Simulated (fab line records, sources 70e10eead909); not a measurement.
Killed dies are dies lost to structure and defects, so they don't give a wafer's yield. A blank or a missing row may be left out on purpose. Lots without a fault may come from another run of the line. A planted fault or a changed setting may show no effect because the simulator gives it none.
A struck lot beside a sound one | flow nand_harc | 15 steps out of a route of 1159
Sound: wafers L788.2, L788.3, L788.4. Struck: wafer L790.2. (L790.1, L790.6 of the same lot were not struck and are left out.) The cause comes at the end.
At each step with rows: each side's tool, then ch and its chambers, then its first start. Under that, the readings that differ: sound wafers | struck wafers | difference of the means | sigmas: that difference in standard deviations of wafers without a fault.
alike: readings whose means differ by less than 2 such deviations, and words and numbers that are the same on both sides. not compared: withheld readings, readings that some wafer has no value for, bounds like >300 that may hide the same value, and numbers for which the record gives no deviation and whose values overlap.
The two part at a step that has a row with sigmas, a row that says differs or no value, or rows on one side only. Numbers that don't overlap but have no deviation are shown without sigmas and don't part them. A reading that every wafer of one side lacks parts them only if that side has two wafers or more.

first, 1 step without rows for these wafers: NHARC_A_M0_DEVELOP_08 (develop time 35 s).
NHARC_A_M0_CD_MEAS_09: target cd 80 nm.
  sound on cd_sem-03 ch 0, day 17 21:01; struck on cd_sem-01 ch 0, day 18 23:14
  alike: cd_nm
NHARC_A_M0_OVL_MEAS_10: pitch 160 nm.
  sound on overlay-01, day 17 21:06; struck on overlay-02, day 18 23:20
  alike: overlay_x_nm, overlay_y_nm
NHARC_A_M0_INSPECT_11:
  sound on defect_inspect-01, day 17 21:08; struck on defect_inspect-01, day 18 23:22
  alike: raw_defect_count
NHARC_A_M0_DESCUM_14: chemistry O2, time 3 s.
  sound on rie_diel-13 ch 0,1,3, day 17 21:13; struck on rie_diel-06 ch 2, day 18 23:26
  reading                | sound | struck | difference | sigmas
  rf_hours_counter_h (h) | 8 7 8 | 0      | -8         |
  alike: drypump_motor_current_A, oes_product_au, rf_vpp_V, showerhead_plenum_p_Torr, throttle_valve_pct
NHARC_A_M0_ETCH_34: etches the open film in N2/H2, target depth 40 nm, overetch 12 nm, time 43.94 s.
  sound on rie_diel-13 ch 0,2,3, day 17 21:17; struck on rie_diel-06 ch 1, day 18 23:32
  reading                     | sound       | struck | difference | sigmas
  drypump_motor_current_A (A) | 5.8 5.3 5.5 | 6.4    | +0.9       | +2
  rf_hours_counter_h (h)      | 8 8 7       | 0      | -8         |
  alike: oes_product_au, rf_vpp_V, showerhead_plenum_p_Torr, throttle_valve_pct
NHARC_A_M0_ETCH_15: etches the open film in C4F8/Ar, target depth 150 nm, overetch 15 nm, time 82.5 s.
  sound on rie_diel-13 ch 0,1,2; struck on rie_diel-06 ch 0
  reading                | sound | struck | difference | sigmas
  rf_hours_counter_h (h) | 8 8 8 | 0      | -8         |
  alike: oes_product_au, rf_vpp_V
NHARC_A_M0_CD_MEAS_16:
  sound on cd_sem-01, day 17 21:30; struck on cd_sem-01, day 18 23:44
  alike: cd_nm
NHARC_A_M0_STRIP_18: strips in N2/H2.
  sound on rie_diel-06 ch 0,2,3, day 17 21:35; struck on rie_diel-07 ch 2, day 18 23:50
  reading                | sound    | struck | difference | sigmas
  rf_hours_counter_h (h) | 10 11 12 | 1      | -10        |
  alike: drypump_motor_current_A, oes_product_au, rf_vpp_V, showerhead_plenum_p_Torr, throttle_valve_pct
then, 3 steps without rows for these wafers: NHARC_A_M0_STRIP_19 (strips in post etch residue remover, time 600 s); NHARC_A_M0_DEGAS_28 (time 60 s); NHARC_A_M0_PRE_CLEAN_29 (time 30 s).
NHARC_A_M0_PVD_20: deposits TaN, target thk 5 nm, time 8.06 s.
  sound on pvd_sputter-03, day 17 22:14; struck on pvd_sputter-03, day 19 00:28
  reading    | sound          | struck | difference | sigmas
  time_s (s) | 8.06 8.06 8.06 | 13.865 | +5.805     |
  alike: throttle_valve_pct
NHARC_A_M0_PVD_21: deposits Cu, target thk 30 nm, time 20.49 s.
  sound on pvd_sputter-03; struck on pvd_sputter-03
  alike: throttle_valve_pct
  not compared: time_s
NHARC_END_SORT_01:
  sound on prober-01 ch 0, day 19 13:08; struck on prober-01 ch 0, day 20 17:34
  reading                | sound           | struck | difference | sigmas
  killed_at_other        | 3 3 1           | 6      | +4         | +3
  sort_rim_yield_pct (%) | 98.1 100.0 99.1 | 93.4   | -5.7       | -4
  alike: defect_limited_yield, killed_at_array, killed_at_periphery, killed_dies, killed_open, killed_short, sort_bin_2_pct, sort_bin_3_pct, sort_bin_4_pct, sort_n_pass, sort_yield_pct

WHERE THEY PART
First at NHARC_A_M0_ETCH_34; last, within this record, at NHARC_END_SORT_01.

WHY: what the simulator had put in
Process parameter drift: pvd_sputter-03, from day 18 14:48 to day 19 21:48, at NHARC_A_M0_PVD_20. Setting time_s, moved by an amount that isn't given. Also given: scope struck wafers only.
